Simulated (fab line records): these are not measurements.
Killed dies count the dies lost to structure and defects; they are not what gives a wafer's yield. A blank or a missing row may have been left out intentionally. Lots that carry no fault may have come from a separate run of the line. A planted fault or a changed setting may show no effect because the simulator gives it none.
fab line records	flow nandHarc	part 1 of 2: steps 1 to 23 of 34
record: lots: 5	wafers: 15	lastDay: 33
route steps=1302 shown A_BONDPAD@1210 HYBRID_BOND@1237 THIN_TSV@1244
lots that met no fault: from a run of the same line without faults
startH: hours from the record's first day to the start of the lot's first wafer shown	waitH: time in hours since the lot's previous step	" same as the row above	L1.1+2: one row covering several wafers at once	- either no value or no given start	* or withheld: withheld	< > ~ a bound
route shown NAME@n: names a module that has steps shown in the file, with the first one's number in the route	usual: mean/standard deviation of fault-free wafers	same: alike in all rows	chamber/n: place in a boat	sites: each site's reading	_std_site: standard deviation across them	_edge_site: the outer-site mean with the inner-site mean subtracted	radiusMm: for every site, how far away it sits from the centre of the wafer	mask NAME#n: copy n	behind: the tool/chamber that last shaped the wafer	hold: reason for holding the lot/hours on hold/outcome of the hold	device: transistor that didn't switch, given as n, p or np	end of line: the same wafers' tests at the end of the route	a step given without rows: its recipe and nothing more	killed: the dies lost at the first sort to structure and to defects; this is not the yield of the wafer	map: dies across one wafer; x = killed, . = not, _ = none there
set.NAME: the setting as run; set.NAME@STEP: as run at that earlier step	model.NAME: the simulator's own value behind a step, which no gauge read
certain route steps with their lots: each step a table, each wafer a row
services: a tool's chamber out of use, with start hour (startH, from the record's first day; less than 0 if before it), hours out, and reason
== steps ==
step: NHARC_A_BONDPAD_SOFTBAKE_04
recipe: tempC: 125	timeS: 70
usual: plateTempC: 125.02/0.13
lot.wafer	tool	chamber	startH	waitH	plateTempC
L077.1	lithoTrack-02	0	-	-	125.08
L077.2	"	0	"	"	125.02
L077.4	"	0	"	"	125.16
L080.1	lithoTrack-05	0	-	-	124.97
L080.2	"	0	"	"	124.97
L080.4	"	0	"	"	124.98
L079.2	lithoTrack-03	0	-	-	124.88
L079.4	"	0	"	"	125.02
L079.5	"	0	"	"	124.92
L090.3	lithoTrack-02	0	-	-	125.11
L090.4	"	0	"	"	125.10
L090.6	"	0	"	"	125.01
L094.3	lithoTrack-05	0	-	-	125.05
L094.4	"	0	"	"	125.04
L094.5	"	0	"	"	125.16
step: NHARC_A_BONDPAD_EBR_05
lot.wafer	tool	chamber	startH	waitH
L077.1+2+4	lithoTrack-02	0	-	-
L080.1+2+4	lithoTrack-05	0	-	-
L079.2+4+5	lithoTrack-03	0	-	-
L090.3+4+6	lithoTrack-02	0	-	-
L094.3+4+5	lithoTrack-05	0	-	-
step: NHARC_A_BONDPAD_EXPOSE_06
recipe: na: 0.55	doseMj: 36.99	maskId: A_BPAD
usual: reticleTempC: 22.98/0.13
lot.wafer	tool	chamber	startH	waitH	mask	reticleTempC
L077.1	krfScanner-01	0	523.10	-	A_BPAD#0	23.17
L077.2	"	0	"	"	A_BPAD#0	23.02
L077.4	"	0	"	"	A_BPAD#0	22.95
L080.1	krfScanner-04	0	557.39	-	A_BPAD#0	22.93
L080.2	"	0	"	"	A_BPAD#0	22.90
L080.4	"	0	"	"	A_BPAD#0	22.93
L079.2	krfScanner-02	0	558.31	-	A_BPAD#0	23.02
L079.4	"	0	"	"	A_BPAD#0	23.01
L079.5	"	0	"	"	A_BPAD#0	22.98
L090.3	krfScanner-01	0	661.75	-	A_BPAD#0	22.90
L090.4	"	0	"	"	A_BPAD#0	22.89
L090.6	"	0	"	"	A_BPAD#0	22.92
L094.3	krfScanner-02	0	710.40	-	A_BPAD#0	22.97
L094.4	"	0	"	"	A_BPAD#0	22.91
L094.5	"	0	"	"	A_BPAD#0	23.08
step: NHARC_A_BONDPAD_PEB_07
recipe: pebTempC: 128	pebTimeS: 80
usual: plateTempC: 128.04/0.15
lot.wafer	tool	chamber	startH	waitH	plateTempC
L077.1	lithoTrack-03	0	523.17	0.1	128.23
L077.2	"	0	"	"	128.01
L077.4	"	0	"	"	127.95
L080.1	lithoTrack-03	0	557.45	0.1	127.72
L080.2	"	0	"	"	127.86
L080.4	"	0	"	"	127.98
L079.2	lithoTrack-03	0	558.37	0.1	128.19
L079.4	"	0	"	"	128.20
L079.5	"	0	"	"	128.25
L090.3	lithoTrack-05	0	661.81	0.1	127.98
L090.4	"	0	"	"	128.08
L090.6	"	0	"	"	128.13
L094.3	lithoTrack-02	0	710.46	0.1	128.11
L094.4	"	0	"	"	128.26
L094.5	"	0	"	"	127.85
step: NHARC_A_BONDPAD_DEVELOP_08
recipe: timeS: 50	devTempC: 22
lot.wafer	tool	chamber	startH	waitH
L077.1+2+4	lithoTrack-03	0	-	-
L080.1+2+4	lithoTrack-03	0	-	-
L079.2+4+5	lithoTrack-03	0	-	-
L090.3+4+6	lithoTrack-05	0	-	-
L094.3+4+5	lithoTrack-02	0	-	-
step: NHARC_A_BONDPAD_CD_MEAS_09
recipe: targetCdNm: 500	landingEnergyEv: 500
usual: cdNm: 500.3/1.3
lot.wafer	tool	chamber	startH	waitH	cdNm
L077.1	cdSem-02	0	523.25	-	501.8
L077.2	"	0	"	"	499.5
L077.4	"	0	"	"	501.0
L080.1	cdSem-02	0	557.54	-	500.7
L080.2	"	0	"	"	498.7
L080.4	"	0	"	"	500.1
L079.2	cdSem-03	0	558.46	-	500.8
L079.4	"	0	"	"	499.4
L079.5	"	0	"	"	500.9
L090.3	cdSem-01	0	661.89	-	501.2
L090.4	"	0	"	"	502.4
L090.6	"	0	"	"	502.8
L094.3	cdSem-01	0	710.55	-	500.2
L094.4	"	0	"	"	499.1
L094.5	"	0	"	"	501.0
step: NHARC_A_BONDPAD_OVL_MEAS_35
usual: overlayXNm: -1/5.3	overlayYNm: 1/5
lot.wafer	tool	chamber	startH	waitH	overlayXNm	overlayYNm
L077.1	overlay-02	-	523.34	-	5	-1
L077.2	"	-	"	"	5	-2
L077.4	"	-	"	"	5	-1
L080.1	overlay-02	-	557.63	-	-1	5
L080.2	"	-	"	"	-2	4
L080.4	"	-	"	"	-2	5
L079.2	overlay-01	-	558.55	-	-4	6
L079.4	"	-	"	"	-4	6
L079.5	"	-	"	"	-4	6
L090.3	overlay-01	-	661.98	-	5	10
L090.4	"	-	"	"	5	10
L090.6	"	-	"	"	6	11
L094.3	overlay-01	-	710.63	-	8	-6
L094.4	"	-	"	"	8	-5
L094.5	"	-	"	"	8	-5
step: NHARC_A_BONDPAD_HARDBAKE_10
recipe: tempC: 118	timeS: 65
usual: plateTempC: 118.01/0.14
lot.wafer	tool	chamber	startH	waitH	plateTempC
L077.1	lithoTrack-05	0	523.39	0.0	117.89
L077.2	"	0	"	"	117.78
L077.4	"	0	"	"	118.06
L080.1	lithoTrack-05	0	557.67	0.0	117.76
L080.2	"	0	"	"	117.86
L080.4	"	0	"	"	118.00
L079.2	lithoTrack-05	0	558.60	0.0	117.91
L079.4	"	0	"	"	118.16
L079.5	"	0	"	"	118.04
L090.3	lithoTrack-02	0	662.03	0.0	117.96
L090.4	"	0	"	"	117.84
L090.6	"	0	"	"	117.98
L094.3	lithoTrack-05	0	710.68	0.0	118.04
L094.4	"	0	"	"	118.00
L094.5	"	0	"	"	118.07
step: NHARC_A_BONDPAD_DESCUM_11
recipe: timeS: 3	o2FlowSccm: 200	arFlowSccm: 0	biasPowerW: 0	chemistry: O2
usual: drypumpMotorCurrentA: 6.0/0.44	oesProductAu: 1.001/0.0076	rfVppV: 57.7/1	showerheadPlenumPTorr: 1.91/0.083	throttleValvePct: 11.310/0.0091
lot.wafer	tool	chamber	startH	waitH	drypumpMotorCurrentA	oesProductAu	rfHoursCounterH	rfVppV	showerheadPlenumPTorr	throttleValvePct
L077.2	rieDiel-07	0	523.47	-	5.9	1.000	14	57.3	2.07	11.313
L077.1	"	2	"	"	6.0	1.005	12	55.6	1.87	11.309
L077.4	"	3	"	"	5.6	0.997	-	58.3	1.78	11.303
L080.2	rieDiel-07	3	557.75	-	5.5	0.990	19	58.2	1.78	11.319
L080.1	"	0	"	"	5.9	0.995	20	56.6	2.07	11.309
L080.4	"	2	"	"	6.0	1.000	16	56.9	1.87	11.317
L079.2	rieDiel-02	2	558.67	-	5.4	0.996	0	58.0	1.82	11.298
L079.4	"	0	"	"	6.8	1.005	0	57.4	1.90	11.312
L079.5	"	2	"	"	5.4	1.000	-	57.0	1.82	11.309
L090.4	rieDiel-07	2	662.12	-	6.0	1.002	5	58.1	1.87	11.302
L090.3	"	3	"	"	5.6	0.996	5	57.7	1.77	11.324
L090.6	"	0	"	"	6.0	0.989	-	60.0	2.06	11.329
L094.3	rieDiel-02	2	710.75	-	5.4	1.008	5	56.5	1.82	11.304
L094.4	"	0	"	"	6.8	1.004	5	58.4	1.90	11.288
L094.5	"	3	"	"	6.2	0.992	-	58.1	1.94	11.312
step: NHARC_A_BONDPAD_ETCH_34
recipe: targetDepthA: 600	overetchA: 180	timeS: 65.91	ionEnergyEv: 200	n2FlowSccm: 150	h2FlowSccm: 150	arFlowSccm: 0	rfW: 400	biasW: 150	chemistry: N2/H2
usual: drypumpMotorCurrentA: 6.0/0.44	oesProductAu: 1.001/0.0073	rfVppV: 430.6/2.6	showerheadPlenumPTorr: 2.04/0.092	throttleValvePct: 14.169/0.0089
lot.wafer	tool	chamber	startH	waitH	drypumpMotorCurrentA	oesProductAu	rfHoursCounterH	rfVppV	showerheadPlenumPTorr	throttleValvePct
L077.2	rieDiel-07	3	523.58	0.1	5.6	0.997	14	426.6	1.89	14.175
L077.1	"	0	"	"	5.9	0.996	14	435.0	2.21	14.153
L077.4	"	3	"	"	5.6	1.000	-	426.2	1.89	14.172
L080.1	rieDiel-07	1	557.84	0.1	5.9	1.000	16	430.7	2.03	14.175
L080.4	"	2	"	"	6.0	1.004	16	429.1	2.00	14.168
L080.2	"	3	"	"	5.6	1.006	19	427.5	1.89	14.177
L079.4	rieDiel-02	3	558.76	0.1	6.2	0.987	0	432.5	2.07	14.158
L079.2	"	0	"	"	6.8	1.002	0	429.9	2.02	14.174
L079.5	"	2	"	"	5.4	0.992	-	428.0	1.94	14.172
L090.4	rieDiel-07	0	662.33	0.2	6.0	0.992	5	434.6	2.20	14.169
L090.3	"	1	"	"	5.9	0.998	4	427.9	2.03	14.179
L090.6	"	2	"	"	6.0	1.002	-	430.1	1.99	14.177
L094.3	rieDiel-02	2	710.84	0.1	5.4	0.996	5	427.0	1.93	14.174
L094.4	"	0	"	"	6.8	1.003	5	429.6	2.02	14.182
L094.5	"	1	"	"	6.3	1.000	-	431.7	2.11	14.160
step: NHARC_A_BONDPAD_ETCH_12
recipe: targetDepthA: 2200	timeS: 110	chf3FlowSccm: 50	o2FlowSccm: 10	arFlowSccm: 200	rfW: 500	biasW: 200	chemistry: CHF3/O2
usual: drypumpMotorCurrentA: 6.0/0.44	oesProductAu: 0.947/0.021	rfVppV: 370.5/2.3	showerheadPlenumPTorr: 2.40/0.1	throttleValvePct: 20.572/0.0086
lot.wafer	tool	chamber	startH	waitH	drypumpMotorCurrentA	oesProductAu	rfHoursCounterH	rfVppV	showerheadPlenumPTorr	throttleValvePct
L077.1	rieDiel-07	2	-	-	6.0	0.932	12	368.4	2.35	20.567
L077.2	"	3	"	"	5.6	0.924	14	366.8	2.24	20.569
L077.4	"	3	"	"	5.5	0.923	-	366.0	2.24	20.574
L080.1	rieDiel-07	3	-	-	5.6	0.926	19	368.0	2.24	20.584
L080.2	"	0	"	"	5.9	0.932	20	373.6	2.59	20.586
L080.4	"	1	"	"	5.9	0.926	16	370.0	2.39	20.564
L079.2	rieDiel-02	2	-	-	5.4	0.969	0	368.0	2.29	20.572
L079.4	"	3	"	"	6.2	0.957	0	372.5	2.43	20.576
L079.5	"	1	"	"	6.2	0.989	-	372.7	2.48	20.581
L090.3	rieDiel-07	3	-	-	5.6	0.922	5	366.5	2.23	20.579
L090.4	"	1	"	"	5.9	0.929	4	370.4	2.39	20.570
L090.6	"	2	"	"	6.0	0.930	-	370.1	2.35	20.575
L094.4	rieDiel-02	3	-	-	6.2	0.922	5	370.5	2.43	20.585
L094.3	"	0	"	"	6.8	0.931	5	370.3	2.38	20.583
L094.5	"	3	"	"	6.2	0.913	-	370.8	2.43	20.577
step: NHARC_A_BONDPAD_CD_MEAS_13
usual: cdNm: 499.8/1.4
lot.wafer	tool	chamber	startH	waitH	cdNm
L077.1	cdSem-02	-	523.84	-	501.9
L077.2	"	-	"	"	498.7
L077.4	"	-	"	"	500.8
L080.1	cdSem-02	-	558.07	-	499.5
L080.2	"	-	"	"	497.6
L080.4	"	-	"	"	498.9
L079.2	cdSem-02	-	558.99	-	501.1
L079.4	"	-	"	"	499.1
L079.5	"	-	"	"	500.7
L090.3	cdSem-01	-	662.55	-	500.4
L090.4	"	-	"	"	501.3
L090.6	"	-	"	"	501.9
L094.3	cdSem-01	-	711.16	-	499.7
L094.4	"	-	"	"	498.2
L094.5	"	-	"	"	500.7
step: NHARC_A_BONDPAD_STRIP_15
recipe: o2FlowSccm: 500	arFlowSccm: 0	biasW: 0	chemistry: O2
usual: drypumpMotorCurrentA: 5.9/0.48	oesProductAu: 0.999/0.0069	rfVppV: 57.8/0.97	showerheadPlenumPTorr: 3.52/0.15	throttleValvePct: 17.037/0.0093
lot.wafer	tool	chamber	startH	waitH	drypumpMotorCurrentA	oesProductAu	rfHoursCounterH	rfVppV	showerheadPlenumPTorr	throttleValvePct
L077.2	rieDiel-03	0	523.93	0.1	5.2	1.003	33	56.6	3.38	17.031
L077.1	"	1	"	"	5.9	1.000	28	58.9	3.34	17.034
L077.4	"	2	"	"	5.0	1.003	26	57.2	3.71	17.036
L080.2	rieDiel-07	0	558.14	0.1	5.9	0.999	20	58.4	3.80	17.045
L080.4	"	1	"	"	5.8	0.993	16	59.0	3.52	17.024
L080.1	"	3	"	"	5.6	1.010	19	58.2	3.29	17.048
L079.4	rieDiel-02	0	559.10	0.1	6.8	1.002	0	57.9	3.50	17.045
L079.2	"	2	"	"	5.4	1.003	0	58.1	3.37	17.030
L079.5	"	0	"	"	6.8	1.001	-	58.2	3.50	17.033
L090.3	rieDiel-02	0	662.64	0.1	6.8	0.993	4	58.4	3.50	17.034
L090.4	"	1	"	"	6.2	1.009	4	57.8	3.64	17.032
L090.6	"	0	"	"	6.8	0.996	-	55.6	3.50	17.035
L094.4	rieDiel-03	1	711.25	0.1	5.9	0.985	36	58.1	3.31	17.038
L094.3	"	2	"	"	5.0	0.986	37	58.6	3.68	17.032
L094.5	"	0	"	"	5.2	0.982	-	58.1	3.35	17.041
step: NHARC_A_BONDPAD_ETCH_24
recipe: targetDepthA: 300	overEtchFrac: 0.3	timeS: 72.99	ionEnergyEv: 150	cf4FlowSccm: 50	n2FlowSccm: 100	arFlowSccm: 150	rfW: 300	biasW: 100	chemistry: CF4/N2
usual: drypumpMotorCurrentA: 5.9/0.47	oesProductAu: 1.000/0.0071	rfVppV: 313.9/2.2	showerheadPlenumPTorr: 2.61/0.12	throttleValvePct: 19.794/0.01
lot.wafer	tool	chamber	startH	waitH	drypumpMotorCurrentA	oesProductAu	rfHoursCounterH	rfVppV	showerheadPlenumPTorr	throttleValvePct
L077.1	rieDiel-03	3	-	-	6.1	0.999	30	317.2	2.82	19.815
L077.4	"	0	"	"	5.2	0.993	33	312.5	2.51	19.782
L077.2	"	2	"	"	5.0	0.990	26	316.9	2.76	19.777
L080.1	rieDiel-07	3	-	-	5.5	1.012	19	311.3	2.45	19.795
L080.2	"	0	"	"	5.9	0.999	20	318.7	2.83	19.779
L080.4	"	1	"	"	5.9	0.996	16	313.3	2.62	19.792
L079.2	rieDiel-02	3	-	-	6.2	0.997	0	314.8	2.66	19.784
L079.4	"	0	"	"	6.8	1.001	0	314.1	2.60	19.783
L079.5	"	3	"	"	6.2	0.998	-	313.0	2.66	19.779
L090.4	rieDiel-02	3	-	-	6.3	1.005	3	312.9	2.66	19.791
L090.3	"	0	"	"	6.8	1.012	4	313.5	2.60	19.785
L090.6	"	0	"	"	6.8	1.001	-	314.1	2.60	19.796
L094.4	rieDiel-03	3	-	-	6.1	1.008	32	317.6	2.80	19.806
L094.3	"	0	"	"	5.2	0.990	36	312.5	2.49	19.797
L094.5	"	3	"	"	6.1	0.999	-	316.9	2.80	19.797
step: NHARC_A_BONDPAD_STRIP_16
recipe: timeS: 600	tempC: 30	chemistry: postEtchResidueRemover
lot.wafer	tool	chamber	startH	waitH
L077.2+1+4	wetBench-08	6,0,1	524.21	-
L080.2+4+1	wetBench-08	3,5,7	558.43	-
L079.5+2+4	wetBench-10	7,1,3	559.37	-
L090.6+3+4	wetBench-10	6,0,2	662.91	-
L094.5+4+3	wetBench-08	1,2,5	711.51	-
step: NHARC_A_BONDPAD_DEGAS_25
recipe: tempC: 300	timeS: 60
usual: heaterPowerW: 456/56
lot.wafer	tool	chamber	startH	waitH	heaterPowerW
L077.4	pvdSputter-03	-	524.46	-	503
L077.2	"	-	"	"	378
L077.1	"	-	"	"	456
L080.2	pvdSputter-02	-	558.70	-	390
L080.4	"	-	"	"	451
L080.1	"	-	"	"	417
L079.4	pvdSputter-03	-	559.63	-	527
L079.2	"	-	"	"	359
L079.5	"	-	"	"	532
L090.4	pvdSputter-03	-	663.18	-	537
L090.3	"	-	"	"	436
L090.6	"	-	"	"	374
L094.3	pvdSputter-02	-	711.79	-	434
L094.4	"	-	"	"	477
L094.5	"	-	"	"	466
step: NHARC_A_BONDPAD_PRE_CLEAN_26
recipe: timeS: 30	tempC: 280	gas: H2/He
usual: heaterPowerW: 401/50
lot.wafer	tool	chamber	startH	waitH	heaterPowerW
L077.1	pvdSputter-03	-	-	-	322
L077.4	"	-	"	"	393
L077.2	"	-	"	"	457
L080.4	pvdSputter-02	-	-	-	386
L080.1	"	-	"	"	373
L080.2	"	-	"	"	412
L079.4	pvdSputter-03	-	-	-	323
L079.2	"	-	"	"	471
L079.5	"	-	"	"	323
L090.4	pvdSputter-03	-	-	-	328
L090.3	"	-	"	"	466
L090.6	"	-	"	"	450
L094.3	pvdSputter-02	-	-	-	410
L094.4	"	-	"	"	385
L094.5	"	-	"	"	401
step: NHARC_A_BONDPAD_PVD_17
recipe: targetThkA: 50	biasV: 168.6	powerW: 15000	chamberPressurePa: 0.12	timeS: 8.06	substrateTempC: 50	material: TaN
usual: cathodeDcPowerW: 15000/2.6	throttleValvePct: 30.1/1.2
lot.wafer	tool	chamber	startH	waitH	cathodeDcPowerW	throttleValvePct
L077.2	pvdSputter-03	-	-	-	15000	30.9
L077.1	"	-	"	"	15000	30.4
L077.4	"	-	"	"	15000	29.1
L080.1	pvdSputter-02	-	-	-	15002	31.3
L080.2	"	-	"	"	14999	27.6
L080.4	"	-	"	"	14998	32.4
L079.4	pvdSputter-03	-	-	-	14999	30.7
L079.2	"	-	"	"	14992	30.4
L079.5	"	-	"	"	14994	29.5
L090.4	pvdSputter-03	-	-	-	14999	29.2
L090.3	"	-	"	"	15003	29.6
L090.6	"	-	"	"	14998	30.3
L094.4	pvdSputter-02	-	-	-	15002	30.7
L094.3	"	-	"	"	15001	30.2
L094.5	"	-	"	"	15001	28.8
step: NHARC_A_BONDPAD_PVD_27
recipe: targetThkA: 300	chamberPressurePa: 5	powerW: 5000	substrateTempC: 30	timeS: 20.49	material: Cu
usual: cathodeDcPowerW: 4999.9/0.94	throttleValvePct: 30.2/1.1
lot.wafer	tool	chamber	startH	waitH	cathodeDcPowerW	throttleValvePct
L077.1	pvdSputter-03	-	-	-	4999.8	30.3
L077.2	"	-	"	"	4999.0	28.8
L077.4	"	-	"	"	4998.6	29.6
L080.4	pvdSputter-02	-	-	-	5000.7	31.1
L080.2	"	-	"	"	5000.7	32.8
L080.1	"	-	"	"	4999.6	31.3
L079.2	pvdSputter-03	-	-	-	4999.5	30.4
L079.4	"	-	"	"	5000.3	30.6
L079.5	"	-	"	"	4998.3	30.3
L090.3	pvdSputter-03	-	-	-	4999.2	30.7
L090.4	"	-	"	"	5001.9	29.3
L090.6	"	-	"	"	5000.4	30.4
L094.4	pvdSputter-02	-	-	-	5000.9	29.9
L094.3	"	-	"	"	4999.4	31.3
L094.5	"	-	"	"	5002.2	29.9
step: NHARC_A_BONDPAD_ECD_18
recipe: targetThkA: 4000	bathTempC: 25	material: Cu
lot.wafer	tool	chamber	startH	waitH
L077.2+1+4	ecdCu-01	1,0,1	524.82	-
L080.1+2+4	ecdCu-02	1,0,1	559.06	-
L079.2+4+5	ecdCu-01	1,1,0	560.04	-
L090.3+4+6	ecdCu-02	0,1,1	663.64	-
L094.3+4+5	ecdCu-01	1,0,0	712.24	-
step: NHARC_A_BONDPAD_ANNEAL_28
recipe: tempC: 225	timeS: 90
usual: wafer_temp_C_max: 225.87/0.27
lot.wafer	tool	chamber	startH	waitH	wafer_temp_C_max
L077.1	rtpAnneal-02	0	525.20	-	226.12
L077.2	"	0	"	"	225.32
L077.4	"	0	"	"	225.66
L080.1	rtpAnneal-02	0	559.45	0.3	225.92
L080.2	"	0	"	"	226.07
L080.4	"	0	"	"	225.73
L079.2	rtpAnneal-02	0	560.42	0.3	226.10
L079.4	"	0	"	"	226.12
L079.5	"	0	"	"	226.01
L090.3	rtpAnneal-02	0	664.02	0.3	225.98
L090.4	"	0	"	"	225.85
L090.6	"	0	"	"	226.13
L094.3	rtpAnneal-01	0	712.62	-	226.09
L094.4	"	0	"	"	225.43
L094.5	"	0	"	"	225.76
step: NHARC_A_BONDPAD_CMP_19
recipe: tOverpolishS: 30	cuRecessTouchS: 16	targetThkNm: 169.82
usual: motorCurrentA: 12.2/0.92	overpolishRunS: 30.000/0.0098
same: tOverpolishS: 30
lot.wafer	tool	chamber	startH	waitH	motorCurrentA	overpolishRunS
L077.1	cmp-03	0	525.57	-	12.2	29.999
L077.4	"	1	"	"	12.2	29.993
L077.2	"	2	"	"	13.7	29.986
L080.2	cmp-04	1	559.79	-	11.5	30.003
L080.4	"	2	"	"	11.4	29.994
L080.1	"	3	"	"	11.8	29.997
L079.2	cmp-01	0	560.72	-	14.7	30.013
L079.4	"	1	"	"	10.8	30.002
L079.5	"	1	"	"	11.3	30.013
L090.4	cmp-01	3	664.29	-	13.3	30.000
L090.3	"	1	"	"	11.7	29.992
L090.6	"	2	"	"	12.4	30.002
L094.4	cmp-03	2	712.86	-	13.5	29.998
L094.3	"	3	"	"	11.2	29.977
L094.5	"	2	"	"	13.6	29.997
step: NHARC_A_BONDPAD_THK_MEAS_20
recipe: thkMeasGauge: xrf
usual: thkNm: 169.7/1.3
lot.wafer	tool	chamber	startH	waitH	thkNm
L077.1	filmMetro-01	-	525.86	-	169.1
L077.2	"	-	"	"	169.2
L077.4	"	-	"	"	167.4
L080.1	filmMetro-02	-	560.11	-	170.2
L080.2	"	-	"	"	169.5
L080.4	"	-	"	"	169.5
L079.2	filmMetro-01	-	561.04	-	171.9
L079.4	"	-	"	"	170.0
L079.5	"	-	"	"	169.5
L090.3	filmMetro-01	-	664.58	-	169.3
L090.4	"	-	"	"	167.9
L090.6	"	-	"	"	167.8
L094.3	filmMetro-02	-	713.18	-	171.9
L094.4	"	-	"	"	173.0
L094.5	"	-	"	"	169.5
